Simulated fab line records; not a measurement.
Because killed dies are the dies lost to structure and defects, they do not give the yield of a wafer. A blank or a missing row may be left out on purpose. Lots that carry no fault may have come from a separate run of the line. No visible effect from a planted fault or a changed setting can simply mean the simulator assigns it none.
Comparing a struck lot with a sound one	flow n5 finfet	18 steps out of a route of 1938
Sound: wafers L830.2, L830.3, L830.5. Struck: wafer L846.3 (left out: L846.1, L846.5 of the same lot, which were not struck); the cause appears at the end.
At each step with rows: each side's tool, then ch and its chambers, then its first start. Under that, the readings that differ: sound wafers	struck wafers	difference of the means	sigmas: that difference in standard deviations of wafers without a fault.
alike: same words and numbers on both sides, and readings whose means sit less than 2 such deviations apart. not compared: any withheld reading, any reading some wafer has no value for, any bound like >300 that may hide the same value, and any number with overlapping values for which the record gives no deviation.
A row with sigmas, a row that says differs or no value, or rows on one side alone: a step with any of these is where the two part. Non-overlapping numbers with no deviation appear without sigmas and do not part them. A reading that every wafer of one side lacks parts them only if that side has two wafers or more.

N5_BEOL_M3_INSPECT_30: inspects for defects (brightfield).
  sound on defect inspect-01 at day 7 09:41; struck on defect inspect-02 at day 12 10:54
reading	sound	struck	difference	sigmas
raw defect count	497 484 511	320	-177	-2
N5_BEOL_M3_DESCUM_33: chemistry O2, time 7 s.
  sound on rie diel-03 ch 0,2,3, day 7 09:54; struck on rie diel-06 ch 3, day 12 10:56
reading	sound	struck	difference	sigmas
chamber pressure mTorr (mTorr)	20.004 20.022 20.012	19.975	-0.038	-2
rf vpp V (V)	242.6 244.7 244.2	240.0	-3.8	-2
showerhead plenum p Torr (Torr)	2.00 2.19 2.13	1.91	-0.20	-2
  alike: drypump motor current A, oes product au, temp c, throttle valve pct
  not compared: rf hours counter h
then, 1 step without rows for these wafers: N5_BEOL_M3_ETCH_77 (etches underlayer in N2/H2, target depth 6.5 nm, time 5.2 s).
N5_BEOL_M3_ETCH_69: etches SiARC in CF4, target depth 15.6 nm, time 26 s.
  sound on rie diel-03 ch 0,2,3, day 7 09:57; struck on rie diel-06 ch 3, day 12 10:59
reading	sound	struck	difference	sigmas
showerhead plenum p Torr (Torr)	2.07 2.22 2.23	1.98	-0.19	-2
  alike: chamber pressure mTorr, drypump motor current A, etch rf on time s, oes product au, rf vpp V, throttle valve pct
  not compared: rf hours counter h
then, 5 steps without rows for these wafers: N5_BEOL_M3_ALD_98 (deposits SiO2, target thk 2.5 nm, pulse time 1 s, co reactant pulse time 1 s); N5_BEOL_M3_ETCHBACK_99 (etches SiO2 in CHF3, target depth 5 nm, time 10.4 s); N5_BEOL_M3_ETCH_70 (etches SOC in N2/H2, target depth 80 nm, overetch 16 nm, time 120 s); N5_BEOL_M3_STRIP_71 (strips in N2/H2); N5_BEOL_M3_STRIP_78 (strips in N2/H2).
N5_BEOL_M3_VIA_ETCH_34: etches the open film in C4F6/O2, target depth 69.4 nm, time 65.9 s.
  sound on rie diel-03 ch 0,2,3, day 7 10:53; struck on rie diel-06 ch 0, day 12 11:22
reading	sound	struck	difference	sigmas
rf vpp V (V)	681 658 713	639	-45	-2
  alike: chamber pressure mTorr, drypump motor current A, oes_o_777_au, oes product au, showerhead plenum p Torr, throttle valve pct
  not compared: rf hours counter h
then, 1 step without rows for these wafers: N5_BEOL_M3_STRIP_83 (strips in C4F6/O2).
N5_BEOL_M3_STRIP_36: strips in N2/H2.
  sound on rie diel-03 ch 0,2,3, day 7 10:56; struck on rie diel-06 ch 0, day 12 11:25
  alike: chamber pressure mTorr, drypump motor current A, oes product au, rf vpp V, showerhead plenum p Torr, temp c, throttle valve pct
  not compared: rf hours counter h
N5_BEOL_M3_TRENCH_ETCH_37: etches SiOC in C4F6/O2, target depth 55.555 nm, time 29.2 s.
  sound on rie diel-03 ch 0,2,3, day 7 10:59; struck on rie diel-06 ch 0, day 12 11:28
reading	sound	struck	difference	sigmas
rf vpp V (V)	681 656 715	639	-45	-2
model.BEOL_M3.feature depth nm (nm)	54.6 56.2 54.6	48	-7	
model.etch.depth nm (nm)	54.66 56.23 54.6	47.98	-7.18	
model.TiN_of_BEOL_M3_HM_DEP_02.thk nm (nm)	17.2 17.6 17.8	18	+0	
  alike: chamber pressure mTorr, drypump motor current A, oes_o_777_au, oes product au, showerhead plenum p Torr, throttle valve pct
  not compared: rf hours counter h
N5_BEOL_M3_ETCH_41: etches SiCN in CH3F/O2, target depth 29.9 nm, time 52.5 s.
  sound: rie diel-03 ch 0,2,3; struck: rie diel-06 ch 0
  alike: chamber pressure mTorr, drypump motor current A, oes product au, rf vpp V, showerhead plenum p Torr, throttle valve pct
  not compared: rf hours counter h
then, 1 step without rows for these wafers: N5_BEOL_M3_STRIP_97 (strips in N2/H2, time 10 s).
N5_BEOL_M3_OCD_MEAS_38:
  sound on ocd-02 at day 7 11:08; struck on ocd-02 at day 12 11:37
reading	sound	struck	difference	sigmas
trench depth nm (nm)	54.4 57.1 54.4	48.2	-7.1	-6
then, 1 step without rows for these wafers: N5_BEOL_M3_HM_STRIP_39 (strips TiN in peroxide tin strip, target depth 25 nm, time 158 s).
N5_BEOL_M4_RC_MEAS_101:
  sound on prober-01 ch 0, day 8 06:49; struck on prober-01 ch 0, day 13 02:19
  alike: DIBL_N, DIBL_P, IOFF_N, IOFF_P, ION_N, ION_P, SS_N, SS_P, VT_N, VT_P

WHERE THEY PART
Last at N5_BEOL_M3_OCD_MEAS_38 as far as this record goes, first at N5_BEOL_M3_INSPECT_30. Later steps at which nothing parts them and some readings are alike: N5_BEOL_M4_RC_MEAS_101.

WHY: what the simulator had put in
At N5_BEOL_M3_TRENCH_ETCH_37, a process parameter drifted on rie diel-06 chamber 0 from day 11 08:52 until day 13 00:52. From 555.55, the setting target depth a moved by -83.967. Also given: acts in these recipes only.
